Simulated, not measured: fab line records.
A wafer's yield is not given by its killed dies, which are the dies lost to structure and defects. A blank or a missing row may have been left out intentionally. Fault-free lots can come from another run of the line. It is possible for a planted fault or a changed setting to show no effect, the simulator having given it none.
Which tool was responsible? | flow nand_harc | 11 lots, 33 wafers sampled, at 5 steps of a route of 1302

## WHAT EACH GAUGE READ, for each wafer
NHARC_P_STI_INSPECT_25. Usual: 200 for raw_defect_count, sd 65.
lot  | measured     | on                | raw_defect_count | flag
L996 | day 3 22:10  | defect_inspect-02 | 228 126 144      |
L997 | day 4 09:46  | defect_inspect-02 | 199 183 209      |
L998 | day 4 18:31  | defect_inspect-01 | 192 131 97       |
L999 | day 5 06:39  | defect_inspect-01 | 113 276 238      |
L100 | day 5 16:08  | defect_inspect-02 | 226 143 166      |
L105 | day 7 21:34  | defect_inspect-02 | 127 228 200      |
L112 | day 10 15:24 | defect_inspect-01 | 117 104 247      |
L113 | day 11 01:23 | defect_inspect-02 | 378 165 190      |
L116 | day 12 11:46 | defect_inspect-02 | 244 275 291      |
L118 | day 13 05:00 | defect_inspect-02 | 168 149 105      |
L119 | day 13 15:49 | defect_inspect-02 | 274 172 178      |

NHARC_END_SORT_01. Usual: killed_at_array 56, standard deviation 17; killed_at_other 0.9, standard deviation 1.2; killed_at_periphery 3.9, standard deviation 2.5; killed_dies 61, standard deviation 17; killed_open 3.2, standard deviation 1.8; killed_short 2.7, standard deviation 1.7.
lot  | measured     | on        | killed_at_array | killed_at_other | killed_at_periphery | killed_dies | killed_open | killed_short | flag
L105 | day 28 20:20 | prober-02 | 46 55 41        | 0 0 0           | 0 4 2               | 46 59 43    | 5 2 4       | 1 5 2        |

## WHICH TOOL RAN EACH LOT (tool, then ch and the chambers of the sampled wafers, then the start)
lot  | NHARC_P_ZERO_WELL_ETCH_65          | NHARC_P_ZERO_WELL_ETCH_62                     | NHARC_P_ZERO_WELL_ETCH_63
L996 | rie_diel-11 ch 1,3, day 1 21:29    | rie_diel-11 ch 0,2, day 1 21:41 or earlier    | rie_si-04 ch 0,1,3, day 1 21:41
L997 | rie_diel-11 ch 0,2, day 2 07:22    | rie_diel-11 ch 0,1,2, day 2 07:32 or earlier  | rie_si-04 ch 1,3, day 2 07:32
L998 | rie_diel-05 ch 0,3, day 2 17:23    | rie_diel-05 ch 2,3, day 2 17:41 or earlier    | rie_si-03 ch 0,2,3, day 2 17:41
L999 | rie_diel-11 ch 1,2, day 3 03:22    | rie_diel-11 ch 0,1,2, day 3 03:33 or earlier  | rie_si-04 ch 1,2,3, day 3 03:33
L100 | rie_diel-11 ch 1,2, day 3 13:29    | rie_diel-11 ch 0,1, day 3 13:43 or earlier    | rie_si-03 ch 0,1,3, day 3 13:43
L105 | rie_diel-05 ch 0,2,3, day 5 15:30  | rie_diel-05 ch 0,2,3, day 5 15:40 or earlier  | rie_si-01 ch 0,2,3, day 5 15:40
L112 | rie_diel-11 ch 1,2,3, day 8 13:27  | rie_diel-11 ch 1,2,3, day 8 13:40 or earlier  | rie_si-01 ch 0,2,3, day 8 13:40
L113 | rie_diel-11 ch 0,1,2, day 8 23:31  | rie_diel-11 ch 1,3, day 8 23:41 or earlier    | rie_si-03 ch 0,2, day 8 23:41
L116 | rie_diel-10 ch 0,2,3, day 10 05:29 | rie_diel-10 ch 0,1,2, day 10 05:41 or earlier | rie_si-04 ch 0,1,3, day 10 05:41
L118 | rie_diel-11 ch 1,2,3, day 11 01:21 | rie_diel-11 ch 1,2, day 11 01:32 or earlier   | rie_si-03 ch 1,2, day 11 01:32
L119 | rie_diel-05 ch 1,2,3, day 11 11:29 | rie_diel-05 ch 0,1, day 11 11:40 or earlier   | rie_si-03 ch 1,3, day 11 11:40
- NHARC_P_ZERO_WELL_ETCH_65: etches the open film in N2/H2, target depth 80 nm, overetch 24 nm, time 87.88 s.
- NHARC_P_ZERO_WELL_ETCH_62: etches the open film in CHF3/Ar, target depth 13 nm, time 6.5 s.
- NHARC_P_ZERO_WELL_ETCH_63: etches the open film in HBr/Cl2, target depth 120 nm, time 40.1 s.

## WHAT THE TOOLS THEMSELVES READ (means of the sampled wafers that have a number; where no wafer has one, the mark that the record gives instead)
NHARC_P_ZERO_WELL_ETCH_65. Usual: chamber_pressure_mTorr 30.002 mTorr, standard deviation 0.025; drypump_motor_current_A 5.9 A, standard deviation 0.34; h2_flow_sccm 150.0 sccm, standard deviation 0.47; oes_product_au 1.003 a.u., standard deviation 0.012; rf_vpp_V 430 V, standard deviation 3.3; run_length_s 109.2 s, standard deviation 0.55; showerhead_plenum_p_Torr 2.03 Torr, standard deviation 0.12; throttle_valve_pct 14.170 %, standard deviation 0.0097.
lot  | tool        | chamber_pressure_mTorr (mTorr) | drypump_motor_current_A (A) | h2_flow_sccm (sccm) | oes_product_au (a.u.) | rf_vpp_V (V) | run_length_s (s) | showerhead_plenum_p_Torr (Torr) | throttle_valve_pct (%) | flag
L996 | rie_diel-11 | 29.977                         | 5.9                         | 150.1               | 1.006                 | 430          | 109.2            | 2.02                            | 14.169                 |
L997 | rie_diel-11 | 29.996                         | 6.0                         | 150.0               | 0.983                 | 429          | 108.7            | 1.98                            | 14.168                 |
L998 | rie_diel-05 | 29.992                         | 6.1                         | 149.9               | 1.017                 | 428          | 109.5            | 1.96                            | 14.167                 |
L999 | rie_diel-11 | 30.013                         | 5.7                         | 149.8               | 0.983                 | 427          | 108.7            | 1.89                            | 14.180                 |
L100 | rie_diel-11 | 29.995                         | 5.9                         | 150.0               | 0.990                 | 427          | 108.6            | 1.88                            | 14.173                 |
L105 | rie_diel-05 | 30.004                         | 6.2                         | 150.0               | 1.009                 | 429          | 99.8             | 1.96                            | 14.178                 | OFF
L112 | rie_diel-11 | 29.996                         | 5.9                         | 149.9               | 0.997                 | 431          | 109.2            | 2.05                            | 14.180                 |
L113 | rie_diel-11 | 30.003                         | 5.7                         | 150.1               | 1.006                 | 431          | 108.8            | 2.08                            | 14.167                 |
L116 | rie_diel-10 | 30.003                         | 5.7                         | 149.9               | 1.008                 | 429          | 109.0            | 1.99                            | 14.170                 |
L118 | rie_diel-11 | 29.993                         | 5.9                         | 150.0               | 0.997                 | 430          | 108.9            | 2.05                            | 14.169                 |
L119 | rie_diel-05 | 30.003                         | 6.0                         | 150.6               | 1.016                 | 430          | 109.6            | 2.02                            | 14.172                 |

NHARC_P_ZERO_WELL_ETCH_62. Usual: value, then standard deviation, for each; chamber_pressure_mTorr 25.001 mTorr / 0.021; drypump_motor_current_A 5.9 A / 0.34; oes_product_au 0.963 a.u. / 0.02; rf_vpp_V 370.3 V / 2.9; run_length_s 27.5 s / 0.39; showerhead_plenum_p_Torr 2.33 Torr / 0.12; throttle_valve_pct 20.217 % / 0.0087.
lot  | tool        | chamber_pressure_mTorr (mTorr) | drypump_motor_current_A (A) | oes_product_au (a.u.) | rf_vpp_V (V) | run_length_s (s) | showerhead_plenum_p_Torr (Torr) | throttle_valve_pct (%) | flag
L996 | rie_diel-11 | 25.006                         | 5.9                         | 0.952                 | 369.9        | 27.4             | 2.28                            | 20.211                 |
L997 | rie_diel-11 | 25.017                         | 5.7                         | 0.960                 | 368.4        | 27.5             | 2.28                            | 20.215                 |
L998 | rie_diel-05 | 24.972                         | 6.0                         | 0.956                 | 367.9        | 27.6             | 2.24                            | 20.215                 |
L999 | rie_diel-11 | 25.004                         | 5.7                         | 0.935                 | 369.5        | 27.1             | 2.28                            | 20.216                 |
L100 | rie_diel-11 | 24.999                         | 5.5                         | 0.948                 | 369.2        | 27.6             | 2.29                            | 20.221                 |
L105 | rie_diel-05 | 24.999                         | 6.2                         | 0.977                 | 368.9        | 28.1             | 2.26                            | 20.217                 |
L112 | rie_diel-11 | 25.006                         | 5.8                         | 0.945                 | 370.7        | 27.1             | 2.36                            | 20.221                 |
L113 | rie_diel-11 | 24.981                         | 5.9                         | 0.952                 | 369.7        | 27.6             | 2.31                            | 20.218                 |
L116 | rie_diel-10 | 25.003                         | 5.5                         | 0.984                 | 371.2        | 27.6             | 2.36                            | 20.218                 |
L118 | rie_diel-11 | 25.011                         | 5.6                         | 0.970                 | 369.6        | 27.2             | 2.29                            | 20.210                 |
L119 | rie_diel-05 | 25.028                         | 6.3                         | 0.972                 | 373.0        | 27.6             | 2.44                            | 20.213                 |

NHARC_P_ZERO_WELL_ETCH_63. Usual: chamber_pressure_mTorr 15.000 mTorr, standard deviation 0.014; drypump_motor_current_A 5.8 A, standard deviation 0.58; oes_product_au 0.998 a.u., standard deviation 0.013; throttle_valve_pct 26.406 %, standard deviation 0.0093.
lot  | tool      | chamber_pressure_mTorr (mTorr) | drypump_motor_current_A (A) | oes_product_au (a.u.) | throttle_valve_pct (%) | flag
L996 | rie_si-04 | 15.010                         | 6.2                         | 0.992                 | 26.401                 |
L997 | rie_si-04 | 14.992                         | 6.5                         | 0.987                 | 26.408                 |
L998 | rie_si-03 | 15.000                         | 5.4                         | 1.000                 | 26.405                 |
L999 | rie_si-04 | 15.000                         | 5.9                         | 0.984                 | 26.406                 |
L100 | rie_si-03 | 15.009                         | 5.7                         | 1.008                 | 26.409                 |
L105 | rie_si-01 | 14.985                         | 5.7                         | 0.995                 | 26.401                 |
L112 | rie_si-01 | 14.999                         | 5.8                         | 0.999                 | 26.417                 |
L113 | rie_si-03 | 15.009                         | 4.9                         | 1.001                 | 26.406                 |
L116 | rie_si-04 | 15.001                         | 6.2                         | 0.998                 | 26.407                 |
L118 | rie_si-03 | 14.999                         | 5.8                         | 1.000                 | 26.408                 |
L119 | rie_si-03 | 14.990                         | 6.2                         | 1.004                 | 26.412                 |

## THE ANSWER, worked out from the rows above alone
Rule: lot off if the mean of its wafers having a number is beyond 3 standard deviations from the usual mean. Also off: a lot with no number at a reading for which 4 or more lots have one. Any other lot the step has rows for is counted as sound. First the gauges in route order, then the tools' own readings, where a lot's mean is used as printed above. The first step at which some lot is off is used, and at that step the reading that is off furthest; a lot without a number counts as furthest.
Off at NHARC_P_ZERO_WELL_ETCH_65 (run_length_s): L105.
If a tool, at that step or one of the process steps before it, ran each lot that is off and ran no sound lot following the first of them, it fits. Not one of the candidates tried fits.

## WHAT THE SIMULATOR PUT IN
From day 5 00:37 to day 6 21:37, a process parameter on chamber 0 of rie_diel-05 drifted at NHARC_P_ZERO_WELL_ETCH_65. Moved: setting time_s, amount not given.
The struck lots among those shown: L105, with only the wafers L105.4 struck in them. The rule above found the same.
